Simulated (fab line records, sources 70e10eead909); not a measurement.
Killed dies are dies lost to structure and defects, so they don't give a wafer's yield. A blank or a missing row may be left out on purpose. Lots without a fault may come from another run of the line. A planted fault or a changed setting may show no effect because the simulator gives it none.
Problem report in the 8D (eight disciplines) form, filled by code | flow nand_harc | the parts of the form that need people (team, actions taken, sign-off) are left out

1. THE PROBLEM
killed_at_periphery at NHARC_END_SORT_01 reads a mean of 656.3 on 3 wafers of 3 lots; wafers without a fault read 2.9 with a standard deviation of 2.1. That is +99 or more standard deviations from the usual mean.
First seen on wafer L641.3, day 21 08:49, on prober-01. The record holds 6 wafers of 3 lots with a number at this step. Rule for "out", or "out of limits": more than 4 standard deviations from the usual mean. The other wafers with a number count as sound.

2. WHAT IT IS AND WHAT IT IS NOT
question                    | is                               | is not
which readings at this step | killed_at_periphery, killed_dies | killed_at_array, killed_at_other, killed_open, killed_short
which lots                  | L640, L641, L643                 | -
which wafers of those lots  | L640.6, L641.3, L643.3           | L640.1, L641.5, L643.5
read on which gauges        | prober-01, prober-02             | -
when                        | from day 21 08:49                | up to then (0 sound wafers); but 3 sound wafers of L640, L641, L643 came after

3. SUSPECTS, AND WHAT RULES EACH OUT
Counting: a tool at a process step up to the reading stays a suspect if it ran every lot that is out. Sound lots after the first of them don't rule it out here, since some wafers of a struck lot are sound.
- the gauge at NHARC_END_SORT_01: ruled out. The wafers that are out were read on 2 gauges (prober-01, prober-02).
- rie_diel-01 at NHARC_P_CONTACT_ETCH_18 (etches the open film in C4F8/O2/Ar, target depth 481 nm, time 240.5 s): kept. It ran every lot that is out, first L640 (day 7 08:44). Its own readings are out on those wafers: run_length_s.
Left after counting: rie_diel-01 at NHARC_P_CONTACT_ETCH_18.

4. THE CAUSE (what the simulator had put in)
Process parameter drift: rie_diel-01, from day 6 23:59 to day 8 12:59, at NHARC_P_CONTACT_ETCH_18. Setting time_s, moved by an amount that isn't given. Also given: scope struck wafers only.
Counting left only this tool.

5. THE CHAIN OF EFFECTS, in route order
Each row: a reading whose mean over the struck wafers that have a number lies more than 3 standard deviations from the usual. Only readings for which the record gives a usual standard deviation are gone through. hours: the time from each lot's start at the first step in this table that gives one to its start at this step, as a median over the lots. sigmas: the change in usual standard deviations.
hours | step                    | reading             | usual   | on struck wafers | change | sigmas
0     | NHARC_P_CONTACT_ETCH_18 | run_length_s        | 262.0 s | 203.8            | -58.2  | -99 or more
344   | NHARC_END_SORT_01       | killed_at_periphery | 2.9     | 656.3            | +653.4 | +99 or more
344   | NHARC_END_SORT_01       | killed_dies         | 32      | 677              | +645   | +72
The process steps in it:
- NHARC_P_CONTACT_ETCH_18: etches the open film in C4F8/O2/Ar, target depth 481 nm, time 240.5 s.

6. WHAT WOULD HAVE CAUGHT IT SOONER
In this record the first reading out of limits at a measuring or inspecting step was taken at day 21 08:49, 345 hours after the fault began at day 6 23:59.
The tool's own readings at NHARC_P_CONTACT_ETCH_18 were out on every struck wafer that the step has a row for (run_length_s): an alarm limit on them would have fired on the first of those.
All the lots that are out (3) had begun NHARC_P_CONTACT_ETCH_18 on rie_diel-01 by day 21 08:49. A hold on the tool at that time would have spared none of them.
